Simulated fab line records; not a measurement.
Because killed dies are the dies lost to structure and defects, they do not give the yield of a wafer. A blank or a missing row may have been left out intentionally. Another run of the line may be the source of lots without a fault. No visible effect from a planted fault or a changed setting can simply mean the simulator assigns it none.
Matching of chambers    flow nand-harc    pecvd-03 running NHARC_A_STAIRCASE_DEP_301: 3 sister chambers
The step deposits SiON, target thk 30 nm. 6 wafers are shown with their chamber, then 9 later ones without.

## EACH WAFER AND ITS CHAMBER
wafer   chamber  heater-power-w (W)
L082.1  1        664
L082.2  2        766
L082.4  0        807
L086.1  0        849
L086.2  2        731
L086.4  1        701

## WAFERS MISSING THEIR CHAMBER
wafer   heater-power-w (W)
L089.4  783
L089.5  817
L089.6  719
L093.2  818
L093.5  826
L093.6  623
L096.1  634
L096.3  698
L096.4  642

## THE CHAMBER EACH PASSED THROUGH
wafer    from the rows above       in truth
L089.4   can't be placed: 2 or 0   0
L089.5   0                         0
L089.6   can't be placed: 2 or 1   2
L093.2   0                         0
L093.5   0                         0
L093.6   1                         1
L096.1   1                         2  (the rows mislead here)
L096.3   can't be placed: 1 or 2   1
L096.4   1                         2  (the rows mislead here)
4 of 9 placed correctly. Unplaceable from these rows: 3, with the true chamber sitting among the candidates in 3. Number placed wrongly: 2.
How it was worked out, from the rows above alone: a wafer's distance from a chamber is the root of the sum, over the readings, of the square of ((its reading less the chamber's mean) divided by the reading's scatter). If the next closest chamber is less than 2 further off than the closest, the wafer can't be placed; otherwise it belongs to the closest. For every chamber, the mean is computed from those of its wafers that are shown. The scatter is the square root of a quotient: the sum, over the shown wafers, of each reading's squared deviation from its chamber's mean, divided by wafers minus chambers.
